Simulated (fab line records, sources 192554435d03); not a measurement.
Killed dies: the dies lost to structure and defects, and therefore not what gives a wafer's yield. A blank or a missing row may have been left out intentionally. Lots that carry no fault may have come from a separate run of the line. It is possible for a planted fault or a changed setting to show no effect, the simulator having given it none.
fab line records -- flow n5Finfet
record lots=6, wafers=18, lastDay=19
route steps=1938 shown WELL_APT@45 PMOS_HMC_CHANNEL_EPI@57
lots with no fault: from the same line, run without faults
startH: hours from the record's first day to the start of the lot's first wafer shown -- waitH: hours from the lot's prior step to this one -- " the same as in the row above -- L1.1+2: a single row standing in for several wafers -- - no value, or no start given -- * or withheld: withheld -- < > ~ a bound
route shown NAME@n: NAME is a module with steps in the file, n the number in the route of the first one -- usual: the fault-free wafers' mean and standard deviation -- same: alike in all rows -- chamber/n: place in a boat -- sites: each site's reading -- _std_site: standard deviation across them -- _edge_site: inner sites' mean taken away from outer sites' mean -- radiusMm: how far each site lies from the wafer's centre -- mask NAME#n: copy n -- behind: the last tool/chamber to shape the wafer -- hold: the reason the lot was held/the length of the hold in hours/how it ended -- device: the n, p or np transistor that did not switch -- end of line: tests of these same wafers at the route's end -- step lacking rows: just its recipe -- killed: the dies lost at the first sort to structure and to defects; this is not the yield of the wafer -- map: a wafer's dies, marking killed ones x, the rest . and places with no die _
set.NAME: the setting the step ran with; set.NAME@STEP: the setting that earlier step ran with -- model.NAME: the simulator's own value behind a step, which no gauge read
lots seen at some steps along the route; tables by step, rows by wafer
services: the hour from which a tool's chamber was out of use, counted from the record's first day as startH (under 0 if before that day), plus the number of hours and why
## steps
# step N5_WELL_APT_INSPECT_27
# recipe mode=adi, inspectInstrument=macro
# usual rawDefectCount=1.9/1.3
lot.wafer,tool,chamber,startH,waitH,rawDefectCount
L951.1,defectInspect-02,-,33.02,0.0,2
L951.3,defectInspect-02,-,33.02,0.0,1
L951.5,defectInspect-02,-,33.02,0.0,0
L952.2,defectInspect-02,-,38.96,0.0,1
L952.3,defectInspect-02,-,38.96,0.0,1
L952.5,defectInspect-02,-,38.96,0.0,6
L960.1,defectInspect-01,-,86.97,0.0,3
L960.3,defectInspect-01,-,86.97,0.0,2
L960.6,defectInspect-01,-,86.97,0.0,1
L962.3,defectInspect-01,-,98.92,0.0,3
L962.4,defectInspect-01,-,98.92,0.0,4
L962.6,defectInspect-01,-,98.92,0.0,1
L963.3,defectInspect-02,-,105.40,0.0,3
L963.5,defectInspect-02,-,105.40,0.0,2
L963.6,defectInspect-02,-,105.40,0.0,0
L971.2,defectInspect-01,-,153.71,0.0,2
L971.4,defectInspect-01,-,153.71,0.0,2
L971.5,defectInspect-01,-,153.71,0.0,2
# step N5_WELL_APT_DESCUM_30
# recipe chemistry=O2, timeS=7.9, sourcePowerW=50, biasPowerW=20, pressureMtorr=20, rfFrequencyHz=2.712e+07, tempC=40, o2FlowSccm=225
# usual drypumpMotorCurrentA=5.7/0.41, o2FlowSccm=225.0/0.64, oesProductAu=0.78/0.11, rfFwdPowerW=49.67/0.17, rfVppV=242.8/1.7, showerheadPlenumPTorr=2.08/0.092, throttleValvePct=20.49/0.24
lot.wafer,tool,chamber,startH,waitH,drypumpMotorCurrentA,o2FlowSccm,oesProductAu,rfFwdPowerW,rfHoursCounterH,rfVppV,showerheadPlenumPTorr,throttleValvePct
L951.1,rieDiel-03,3,33.10,0.1,6.4,223.9,0.75,49.92,138,244.1,2.11,20.27
L951.3,rieDiel-03,2,33.10,0.1,5.6,225.1,0.72,49.71,182,240.4,2.02,20.74
L951.5,rieDiel-03,0,33.10,0.1,5.6,225.1,0.71,49.55,-,241.5,1.97,20.22
L952.2,rieDiel-01,0,39.11,0.1,5.7,225.4,0.69,49.72,227,242.1,2.05,20.56
L952.3,rieDiel-01,1,39.11,0.1,5.8,226.5,1.00,49.91,4,241.2,2.08,20.31
L952.5,rieDiel-01,1,39.11,0.1,5.8,226.1,1.01,49.77,-,243.4,2.08,20.32
L960.1,rieDiel-03,0,87.17,0.2,5.6,224.3,0.70,49.64,234,241.9,1.97,20.24
L960.3,rieDiel-03,3,87.17,0.2,6.5,224.6,0.73,49.53,153,243.8,2.10,20.30
L960.6,rieDiel-03,3,87.17,0.2,6.4,223.9,0.74,49.53,-,244.7,2.10,20.30
L962.3,rieDiel-03,1,98.95,0.0,5.5,224.3,0.92,49.35,19,245.7,2.22,20.35
L962.4,rieDiel-03,3,98.95,0.0,6.5,225.3,0.74,49.85,157,242.6,2.10,20.30
L962.6,rieDiel-03,2,98.95,0.0,5.6,225.0,0.71,49.62,-,241.0,2.01,20.76
L963.3,rieDiel-05,3,105.53,0.1,5.5,226.4,0.71,49.73,213,244.3,2.16,20.59
L963.5,rieDiel-05,3,105.53,0.1,5.5,225.8,0.71,49.82,-,244.1,2.16,20.58
L963.6,rieDiel-05,2,105.53,0.1,5.6,225.1,0.89,49.60,-,244.9,2.24,20.40
L971.2,rieDiel-01,1,154.01,0.3,5.8,224.8,0.90,49.78,48,240.9,2.06,20.40
L971.4,rieDiel-01,2,154.01,0.3,5.1,224.2,0.96,49.45,5,242.3,2.04,20.00
L971.5,rieDiel-01,3,154.01,0.3,6.5,224.9,0.90,49.81,-,245.5,2.24,20.70
# step N5_WELL_APT_IMPLANT_31
# recipe species=B, energyKev=60, doseCm2=1.5e+13, tiltDeg=0, rotationDeg=0
# step N5_WELL_APT_IMPLANT_32
# recipe species=BF2, energyKev=50, doseCm2=2e+13, tiltDeg=0, rotationDeg=0
# step N5_WELL_APT_STRIP_33
# recipe chemistry=SPM, timeS=900, tempC=130, h2so4H2o2VolRatio=4, dry=ipaMarangoni
# step N5_WELL_APT_RTA_34
# recipe tempC=1000, timeS=10, ambient=N2, idleTempC=600, rampUpCPerS=150, rampDownCPerS=60, coolToC=600
# step N5_WELL_APT_OXIDE_STRIP_42
# recipe chemistry=dHF, dilution=25:1, timeS=45, tempC=25, target=SiO2, targetDepthA=120
# step N5_WELL_APT_PRECLEAN_36
# recipe chemistry=O3/DIW, timeS=45, tempC=22, o3Ppm=10
# step N5_WELL_APT_PRECLEAN_39
# recipe chemistry=dHF, timeS=60, dilution=150:1, tempC=25
# step N5_WELL_APT_SRD_37
# recipe dry=ipaMarangoni, doPpb=5, timeS=30, tempC=23, rinseLiquid=diw
# step N5_WELL_APT_EPI_41
# recipe material=Si, targetThkA=500, tempC=650, precursor=SiH4/H2, pressureTorr=20, timeS=297.7
# step N5_WELL_APT_INSPECT_38
# recipe inspectInstrument=darkfield, mode=postEpi
# usual rawDefectCount=12/4.7
lot.wafer,tool,chamber,startH,waitH,rawDefectCount
L951.1,defectInspect-02,-,35.24,0.9,7
L951.3,defectInspect-02,-,35.24,0.9,5
L951.5,defectInspect-02,-,35.24,0.9,9
L952.2,defectInspect-02,-,40.75,0.4,19
L952.3,defectInspect-02,-,40.75,0.4,9
L952.5,defectInspect-02,-,40.75,0.4,19
L960.1,defectInspect-02,-,89.40,0.9,15
L960.3,defectInspect-02,-,89.40,0.9,5
L960.6,defectInspect-02,-,89.40,0.9,12
L962.3,defectInspect-02,-,100.78,0.4,7
L962.4,defectInspect-02,-,100.78,0.4,7
L962.6,defectInspect-02,-,100.78,0.4,18
L963.3,defectInspect-01,-,107.17,0.3,9
L963.5,defectInspect-01,-,107.17,0.3,15
L963.6,defectInspect-01,-,107.17,0.3,18
L971.2,defectInspect-02,-,156.08,0.6,9
L971.4,defectInspect-02,-,156.08,0.6,6
L971.5,defectInspect-02,-,156.08,0.6,11
# step N5_PMOS_HMC_CHANNEL_EPI_HM_DEP_34
# recipe material=SiO2, targetThkA=360, tempC=400, precursor=TEOS/O2, pressureTorr=6.5, rfW=900, teosFlowSccm=161.4, gas=O2, flowSccm=2650, timeS=6.9
# usual heaterPowerW=533/79, rfFwdPowerW=887/3.7, showerheadPlenumPTorr=8.35/0.034, throttleValvePct=19.1/1.3
lot.wafer,tool,chamber,startH,waitH,heaterPowerW,rfFwdPowerW,showerheadPlenumPTorr,throttleValvePct,model.SiO2_of_PMOS_HMC_CHANNEL_EPI_HM_DEP_34.thkNm
L951.1,pecvd-04,1,35.28,0.0,487,887,8.37,19.5,35.51
L951.3,pecvd-04,0,35.28,0.0,623,889,8.35,19.0,35.47
L951.5,pecvd-04,1,35.28,0.0,496,883,8.35,19.6,35.7
L952.2,pecvd-03,0,40.78,0.0,609,890,8.36,20.7,35.18
L952.3,pecvd-03,1,40.78,0.0,469,883,8.33,20.4,35.18
L952.5,pecvd-03,0,40.78,0.0,621,889,8.36,20.7,35.6
L960.1,pecvd-03,1,89.43,0.0,436,883,8.33,20.2,35.2
L960.3,pecvd-03,0,89.43,0.0,635,-,8.35,21.0,33.78
L960.6,pecvd-03,0,89.43,0.0,653,-,8.36,21.1,34.6
L962.3,pecvd-01,2,100.82,0.0,441,891,8.39,19.6,36
L962.4,pecvd-01,0,100.82,0.0,436,883,8.38,17.8,35.88
L962.6,pecvd-01,2,100.82,0.0,455,889,8.40,19.6,37.06
L963.3,pecvd-03,0,107.20,0.0,608,-,8.35,21.2,33.52
L963.5,pecvd-03,2,107.20,0.0,423,889,8.37,17.2,35.87
L963.6,pecvd-03,0,107.20,0.0,601,-,8.37,21.2,33.87
L971.2,pecvd-01,0,156.13,0.0,513,883,8.38,18.0,35.18
L971.4,pecvd-01,0,156.13,0.0,498,884,8.41,18.3,35.56
L971.5,pecvd-01,2,156.13,0.0,493,885,8.37,19.6,36.63
# step N5_PMOS_HMC_CHANNEL_EPI_COAT_31
# recipe resist=BARC, tempC=205, timeS=60, spinRpm=1500, resistThkNm=66
# step N5_PMOS_HMC_CHANNEL_EPI_COAT_03
# recipe resist=CAR-ArF-block, spinRpm=1500, resistThkNm=205
# step N5_PMOS_HMC_CHANNEL_EPI_EBR_05
# recipe solvent=PGMEA, ebrWidthMm=1.5
# step N5_PMOS_HMC_CHANNEL_EPI_SOFTBAKE_04
# recipe tempC=110, timeS=60, resist=CAR-ArF-block
# step N5_PMOS_HMC_CHANNEL_EPI_EXPOSE_06
# recipe maskId=PMOS_HMC_BLK, na=1.35, sourceShape=conventional, sigmaOuter=0.8, polarization=unpolarized, targetCdNm=240, doseMj=41
# step N5_PMOS_HMC_CHANNEL_EPI_PEB_07
# recipe pebTempC=110, pebTimeS=60, resist=CAR-ArF-block
# step N5_PMOS_HMC_CHANNEL_EPI_DEVELOP_08
# recipe developTimeS=30, developer=TMAH, resist=CAR-ArF-block, devTempC=23, rinseLiquid=diw, dry=airSpin
# step N5_PMOS_HMC_CHANNEL_EPI_CD_MEAS_09
# recipe targetCdNm=237.4, landingEnergyEv=500, detector=seInlens
# usual cdNm=237.6/0.92
lot.wafer,tool,chamber,startH,waitH,cdNm
L951.1,cdSem-03,0,35.68,-,237.6
L951.3,cdSem-03,0,35.68,-,238.6
L951.5,cdSem-03,0,35.68,-,238.3
L952.2,cdSem-02,0,41.19,-,237.6
L952.3,cdSem-02,0,41.19,-,238.0
L952.5,cdSem-02,0,41.19,-,237.3
L960.1,cdSem-03,0,89.71,-,238.4
L960.3,cdSem-03,0,89.71,-,238.1
L960.6,cdSem-03,0,89.71,-,237.5
L962.3,cdSem-01,0,101.10,-,237.8
L962.4,cdSem-01,0,101.10,-,236.4
L962.6,cdSem-01,0,101.10,-,238.3
L963.3,cdSem-03,0,107.49,-,238.0
L963.5,cdSem-03,0,107.49,-,238.8
L963.6,cdSem-03,0,107.49,-,238.3
L971.2,cdSem-03,0,156.53,-,238.1
L971.4,cdSem-03,0,156.53,-,240.1
L971.5,cdSem-03,0,156.53,-,237.0
# step N5_PMOS_HMC_CHANNEL_EPI_OVL_MEAS_10
# recipe pointsPerWafer=44
# usual PMOS_HMC_BLK_OVL=-0.3/0.66
lot.wafer,tool,chamber,startH,waitH,PMOS_HMC_BLK_OVL[nm]
L951.1,overlay-02,0,35.71,0.0,-0.1
L951.3,overlay-02,0,35.71,0.0,-0.2
L951.5,overlay-02,0,35.71,0.0,-0.1
L952.2,overlay-02,0,41.22,0.0,0.1
L952.3,overlay-02,0,41.22,0.0,-1.6
L952.5,overlay-02,0,41.22,0.0,-1.8
L960.1,overlay-01,0,89.74,0.0,-0.9
L960.3,overlay-01,0,89.74,0.0,-1.1
L960.6,overlay-01,0,89.74,0.0,-1.2
L962.3,overlay-01,0,101.13,0.0,0.1
L962.4,overlay-01,0,101.13,0.0,-0.8
L962.6,overlay-01,0,101.13,0.0,-1.0
L963.3,overlay-02,0,107.51,0.0,0.3
L963.5,overlay-02,0,107.51,0.0,-0.1
L963.6,overlay-02,0,107.51,0.0,0.7
L971.2,overlay-01,0,156.56,0.0,-0.1
L971.4,overlay-01,0,156.56,0.0,-0.4
L971.5,overlay-01,0,156.56,0.0,-1.0
# step N5_PMOS_HMC_CHANNEL_EPI_INSPECT_11
# recipe mode=adi, inspectInstrument=macro
# usual rawDefectCount=1.9/1.4
lot.wafer,tool,chamber,startH,waitH,rawDefectCount
L951.1,defectInspect-01,-,35.74,0.0,5
L951.3,defectInspect-01,-,35.74,0.0,1
L951.5,defectInspect-01,-,35.74,0.0,2
L952.2,defectInspect-01,-,41.24,0.0,1
L952.3,defectInspect-01,-,41.24,0.0,1
L952.5,defectInspect-01,-,41.24,0.0,4
L960.1,defectInspect-01,-,89.77,0.0,0
L960.3,defectInspect-01,-,89.77,0.0,0
L960.6,defectInspect-01,-,89.77,0.0,3
L962.3,defectInspect-01,-,101.15,0.0,3
L962.4,defectInspect-01,-,101.15,0.0,4
L962.6,defectInspect-01,-,101.15,0.0,0
L963.3,defectInspect-01,-,107.54,0.0,1
L963.5,defectInspect-01,-,107.54,0.0,2
L963.6,defectInspect-01,-,107.54,0.0,2
L971.2,defectInspect-01,-,156.59,0.0,2
L971.4,defectInspect-01,-,156.59,0.0,2
L971.5,defectInspect-01,-,156.59,0.0,3
# step N5_PMOS_HMC_CHANNEL_EPI_DESCUM_14
# recipe chemistry=O2, timeS=7.9, sourcePowerW=50, biasPowerW=20, pressureMtorr=20, rfFrequencyHz=2.712e+07, tempC=40, resist=CAR-ArF-block, o2FlowSccm=225
# usual drypumpMotorCurrentA=5.9/0.6, o2FlowSccm=224.8/0.71, oesProductAu=0.80/0.075, rfFwdPowerW=49.41/0.28, rfVppV=243.2/1.3, showerheadPlenumPTorr=2.10/0.063, throttleValvePct=20.43/0.23
lot.wafer,tool,chamber,startH,waitH,drypumpMotorCurrentA,o2FlowSccm,oesProductAu,rfFwdPowerW,rfHoursCounterH,rfVppV,showerheadPlenumPTorr,throttleValvePct
L951.1,rieDiel-02,2,35.77,0.0,6.5,224.8,0.87,49.47,35,241.3,2.05,20.29
L951.3,rieDiel-02,1,35.77,0.0,6.4,225.2,0.78,49.15,119,245.2,2.18,19.99
L951.5,rieDiel-02,2,35.77,0.0,6.5,224.6,0.87,49.71,-,242.5,2.05,20.28
L952.2,rieDiel-06,0,41.28,0.0,6.4,225.0,0.71,49.52,232,244.6,2.16,20.73
L952.3,rieDiel-06,1,41.28,0.0,6.0,224.9,0.73,49.83,164,242.8,2.18,20.68
L952.5,rieDiel-06,1,41.28,0.0,6.0,223.9,0.74,49.87,-,244.7,2.18,20.68
L960.1,rieDiel-02,2,89.80,0.0,6.5,225.1,0.83,49.67,49,243.0,2.05,20.31
L960.3,rieDiel-02,1,89.80,0.0,6.4,224.5,0.76,48.94,133,244.5,2.18,20.00
L960.6,rieDiel-02,1,89.80,0.0,6.4,224.7,0.76,48.93,-,245.8,2.18,20.02
L962.3,rieDiel-04,0,101.19,0.0,6.0,224.9,0.99,49.36,7,243.2,2.06,20.21
L962.4,rieDiel-04,1,101.19,0.0,5.1,225.0,0.93,49.36,15,243.1,2.14,20.45
L962.6,rieDiel-04,3,101.19,0.0,5.5,225.1,0.81,49.86,-,242.7,2.03,20.52
L963.3,rieDiel-06,1,107.57,0.0,6.0,224.7,0.71,49.46,179,243.0,2.17,20.71
L963.5,rieDiel-06,2,107.57,0.0,5.7,225.2,0.79,49.48,-,243.2,2.01,20.43
L963.6,rieDiel-06,3,107.57,0.0,4.9,225.2,0.76,49.12,-,242.4,2.09,20.43
L971.2,rieDiel-06,1,156.62,0.0,6.0,225.9,0.71,49.35,195,245.1,2.17,20.74
L971.4,rieDiel-06,3,156.62,0.0,4.9,224.4,0.75,49.01,146,244.1,2.09,20.46
L971.5,rieDiel-06,0,156.62,0.0,6.5,226.3,0.96,49.36,-,244.5,2.15,20.27
# step N5_PMOS_HMC_CHANNEL_EPI_ETCH_32
# recipe chemistry=N2/H2, target=BARC, stopOn=SiO2, targetDepthA=858, overEtchFrac=0.3, timeS=50.3, ionEnergyEv=200, maskMaterial=CAR-ArF-block, pressureMtorr=30, sourceW=840, biasW=150, n2FlowSccm=200, h2FlowSccm=200
# step N5_PMOS_HMC_CHANNEL_EPI_HM_OPEN_15
# recipe chemistry=CHF3/O2, target=SiO2, maskMaterial=CAR-ArF-block, targetDepthA=406, CHF3_flow_sccm=50, O2_flow_sccm=5, Ar_flow_sccm=200, timeS=20.3, pressureMtorr=30, sourceW=650, biasW=170, ionEnergyEv=200
# step N5_PMOS_HMC_CHANNEL_EPI_STRIP_33
# recipe chemistry=N2/H2, powerW=500, tempC=40, pressureMtorr=50, rfFrequencyHz=6e+07, overashFraction=0.3, biasPowerW=8, h2Frac=0.5, n2FlowSccm=300, h2FlowSccm=300
# usual drypumpMotorCurrentA=5.9/0.61, oesProductAu=0.80/0.077, rfVppV=54.1/1.7, showerheadPlenumPTorr=3.37/0.1, throttleValvePct=19.0/0.36
lot.wafer,tool,chamber,startH,waitH,drypumpMotorCurrentA,oesProductAu,rfHoursCounterH,rfVppV,showerheadPlenumPTorr,throttleValvePct
L951.1,rieDiel-02,2,35.90,0.0,6.5,0.87,35,54.8,3.29,18.7
L951.3,rieDiel-02,1,35.90,0.0,6.4,0.78,119,54.9,3.53,18.6
L951.5,rieDiel-02,2,35.90,0.0,6.5,0.87,-,52.8,3.29,18.7
L952.2,rieDiel-06,0,41.41,0.0,6.5,0.72,232,52.0,3.45,19.5
L952.3,rieDiel-06,1,41.41,0.0,6.0,0.74,164,56.4,3.50,19.4
L952.5,rieDiel-06,1,41.41,0.0,6.0,0.72,-,52.4,3.50,19.4
L960.1,rieDiel-02,2,89.93,0.0,6.5,0.84,49,54.1,3.28,18.7
L960.3,rieDiel-02,1,89.93,0.0,6.4,0.76,133,49.5,3.52,18.7
L960.6,rieDiel-02,1,89.93,0.0,6.4,0.77,-,54.6,3.52,18.7
L962.3,rieDiel-04,0,101.32,0.0,6.0,0.98,7,55.8,3.30,18.8
L962.4,rieDiel-04,1,101.32,0.0,5.1,0.92,15,55.9,3.42,18.9
L962.6,rieDiel-04,3,101.32,0.0,5.6,0.82,-,53.0,3.24,19.2
L963.3,rieDiel-06,1,107.70,0.0,6.0,0.72,179,54.8,3.49,19.4
L963.5,rieDiel-06,2,107.70,0.0,5.7,0.79,-,55.6,3.25,19.0
L963.6,rieDiel-06,3,107.70,0.0,5.0,0.76,-,54.7,3.38,18.9
L971.2,rieDiel-06,1,156.75,0.0,6.0,0.71,195,54.7,3.48,19.4
L971.4,rieDiel-06,3,156.75,0.0,5.0,0.75,146,57.1,3.37,18.9
L971.5,rieDiel-06,0,156.75,0.0,6.5,0.98,-,54.7,3.44,19.1
# step N5_PMOS_HMC_CHANNEL_EPI_STRIP_17
# recipe chemistry=SPM, timeS=750, tempC=130, h2so4H2o2VolRatio=4, dry=ipaMarangoni
# step N5_PMOS_HMC_CHANNEL_EPI_ETCH_38
# recipe chemistry=CF4, target=SiO2, targetDepthA=15, ionEnergyEv=350, pressureMtorr=10, icpW=800, biasW=400, cf4FlowSccm=80
# usual drypumpMotorCurrentA=5.9/0.46, oesProductAu=0.989/0.014, rfFwdPowerW=783/3.9, throttleValvePct=21.71/0.26
lot.wafer,tool,chamber,startH,waitH,drypumpMotorCurrentA,oesProductAu,rfFwdPowerW,rfHoursCounterH,throttleValvePct
L951.1,rieSi-03,2,36.23,0.0,5.7,0.981,779,3,21.45
L951.3,rieSi-03,1,36.23,0.0,5.9,1.011,787,5,21.88
L951.5,rieSi-03,2,36.23,0.0,5.7,0.987,779,-,21.49
L952.2,rieSi-06,2,41.73,0.0,5.8,0.989,782,88,21.77
L952.3,rieSi-06,1,41.73,0.0,5.7,0.973,779,36,21.54
L952.5,rieSi-06,0,41.73,0.0,6.3,1.004,780,-,21.99
L960.1,rieSi-06,0,90.24,0.0,6.3,1.001,778,171,21.98
L960.3,rieSi-06,1,90.24,0.0,5.7,0.984,780,37,21.56
L960.6,rieSi-06,2,90.24,0.0,5.8,0.984,781,-,21.77
L962.3,rieSi-05,0,101.62,0.0,6.1,0.976,785,105,21.40
L962.4,rieSi-05,2,101.62,0.0,6.2,0.996,787,23,21.41
L962.6,rieSi-05,1,101.62,0.0,6.7,0.976,786,-,22.11
L963.3,rieSi-03,3,108.01,0.0,4.9,0.999,775,183,21.38
L963.5,rieSi-03,0,108.01,0.0,6.1,0.973,781,-,21.83
L963.6,rieSi-03,1,108.01,0.0,5.9,1.006,788,-,21.87
L971.2,rieSi-03,1,157.06,0.0,5.9,1.011,791,7,21.89
L971.4,rieSi-03,0,157.06,0.0,6.2,0.977,785,183,21.84
L971.5,rieSi-03,2,157.06,0.0,5.7,0.984,784,-,21.46
# step N5_PMOS_HMC_CHANNEL_EPI_FIN_RECESS_16
# recipe chemistry=HBr/Cl2, target=Si, maskMaterial=SiO2, targetDepthA=540, timeS=18, pressureMtorr=10, icpW=800, biasW=75, HBr_flow_sccm=150, Cl2_flow_sccm=80
# usual drypumpMotorCurrentA=5.9/0.46, oesProductAu=0.989/0.013, rfFwdPowerW=794.6/2.8, throttleValvePct=35.30/0.28
lot.wafer,tool,chamber,startH,waitH,drypumpMotorCurrentA,oesProductAu,rfFwdPowerW,rfHoursCounterH,throttleValvePct
L951.1,rieSi-03,2,36.25,0.0,5.7,0.983,797.9,3,34.90
L951.3,rieSi-03,1,36.25,0.0,5.9,1.006,798.4,5,35.52
L951.5,rieSi-03,2,36.25,0.0,5.7,0.984,795.9,-,34.89
L952.2,rieSi-06,2,41.75,0.0,5.8,0.993,795.4,88,35.41
L952.3,rieSi-06,1,41.75,0.0,5.8,0.988,792.7,36,35.51
L952.5,rieSi-06,0,41.75,0.0,6.3,0.995,790.7,-,35.65
L960.1,rieSi-06,0,90.26,0.0,6.3,0.997,794.1,171,35.65
L960.3,rieSi-06,1,90.26,0.0,5.7,0.982,795.4,37,35.49
L960.6,rieSi-06,2,90.26,0.0,5.8,0.992,791.5,-,35.41
L962.3,rieSi-05,0,101.64,0.0,6.1,0.974,797.7,105,35.04
L962.4,rieSi-05,2,101.64,0.0,6.2,0.991,790.7,23,35.03
L962.6,rieSi-05,1,101.64,0.0,6.6,0.969,797.2,-,35.70
L963.3,rieSi-03,3,108.03,0.0,4.9,0.992,793.9,183,35.27
L963.5,rieSi-03,0,108.03,0.0,6.1,0.979,797.3,-,34.99
L963.6,rieSi-03,1,108.03,0.0,5.9,1.002,795.9,-,35.55
L971.2,rieSi-03,1,157.08,0.0,5.9,1.010,799.8,7,35.53
L971.4,rieSi-03,0,157.08,0.0,6.1,0.977,795.8,183,35.00
L971.5,rieSi-03,2,157.08,0.0,5.7,0.988,797.3,-,34.89
# step N5_PMOS_HMC_CHANNEL_EPI_PRECLEAN_36
# recipe chemistry=O3/DIW, timeS=45, tempC=22, o3Ppm=10
# step N5_PMOS_HMC_CHANNEL_EPI_PRECLEAN_18
# recipe chemistry=DHF, timeS=30, tempC=25, dilution=withheld
lot.wafer,tool,chamber,startH,waitH,model.SiO2_of_PMOS_HMC_CHANNEL_EPI_HM_DEP_34.thkNm
L951.1,wetBench-06,6,36.36,0.0,24.32
L951.3,wetBench-06,0,36.36,0.0,24.17
L951.5,wetBench-06,3,36.36,0.0,24.47
L952.2,wetBench-06,7,41.87,0.0,24.04
L952.3,wetBench-06,2,41.87,0.0,24.06
L952.5,wetBench-06,5,41.87,0.0,24.35
L960.1,wetBench-05,5,90.37,0.0,23.95
L960.3,wetBench-05,4,90.37,0.0,22.68
L960.6,wetBench-05,1,90.37,0.0,23.49
L962.3,wetBench-05,3,101.76,0.0,24.93
L962.4,wetBench-05,2,101.76,0.0,24.77
L962.6,wetBench-05,6,101.76,0.0,25.79
L963.3,wetBench-05,7,108.21,0.0,22.37
L963.5,wetBench-05,1,108.21,0.0,24.57
L963.6,wetBench-05,4,108.21,0.0,22.63
L971.2,wetBench-04,4,157.19,0.0,23.78
L971.4,wetBench-04,2,157.19,0.0,24.26
L971.5,wetBench-04,1,157.19,0.0,25.19
# step N5_PMOS_HMC_CHANNEL_EPI_SRD_19
# recipe dry=ipaMarangoni, doPpb=5, timeS=30, tempC=23, rinseLiquid=diw
## services
tool,chamber,startH,hours,kind
wetBench-05,-,10.86,5.0,repair
rieDiel-04,0,17.51,10.0,repair
rieSi-03,2,24.50,6.2,repair
rieDiel-04,2,25.21,8.7,repair
rieSi-06,-,30.57,2.8,pm
rieSi-05,-,34.69,4.3,pm
pecvd-03,-,41.30,0.5,repair
rieDiel-05,-,44.27,2.8,pm
wetBench-06,-,45.62,2.9,repair
rieDiel-03,2,54.26,1.3,repair
rieSi-05,2,55.41,3.8,repair
pecvd-03,2,60.79,13.5,repair
rieDiel-01,2,61.20,4.2,repair
rieDiel-04,3,65.13,6.8,repair
wetBench-05,-,108.35,1.9,pm
rieDiel-06,0,116.68,-,clean
rieDiel-06,0,116.68,-,consumableReplace:focusRing
rieDiel-02,3,119.82,11.3,repair
pecvd-03,-,120.84,0.8,pm
wetBench-06,-,128.45,1.5,repair
rieDiel-02,-,136.73,2.7,repair
pecvd-03,2,142.11,7.6,repair
rieDiel-04,-,153.50,0.6,repair
pecvd-03,-,154.55,6.0,pm
## key
firstSign none at tools or gauges
modelEffect step=N5_PMOS_HMC_CHANNEL_EPI_HM_DEP_34, value=SiO2_of_PMOS_HMC_CHANNEL_EPI_HM_DEP_34.thkNm, without=35.74, struck=33.94
modelEffect step=N5_PMOS_HMC_CHANNEL_EPI_PRECLEAN_18, value=SiO2_of_PMOS_HMC_CHANNEL_EPI_HM_DEP_34.thkNm, without=24.59, struck=22.79
metAt N5_PMOS_HMC_CHANNEL_EPI_HM_DEP_34
struckWafers L960.3,L960.6,L963.3,L963.6
testerLeftOut L960,L963
onsetBetween 40.78 89.43
fault kind=processParameterDrift, tool=pecvd-03, chamber=-, onsetH=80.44, steps=N5_PMOS_HMC_CHANNEL_EPI_HM_DEP_34, channel=timeS, offset=*, shape=step, endH=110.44, scope=struckWafersOnly, actsIn=*, stated=*
# testerLeftOut: of these lots the tester's yield and bins aren't shown, on N5 and GAA mostly nor the transistor test; their killed dies are dies lost to structure and defects alone, not to doping, threshold or leakage, so they don't give the yield
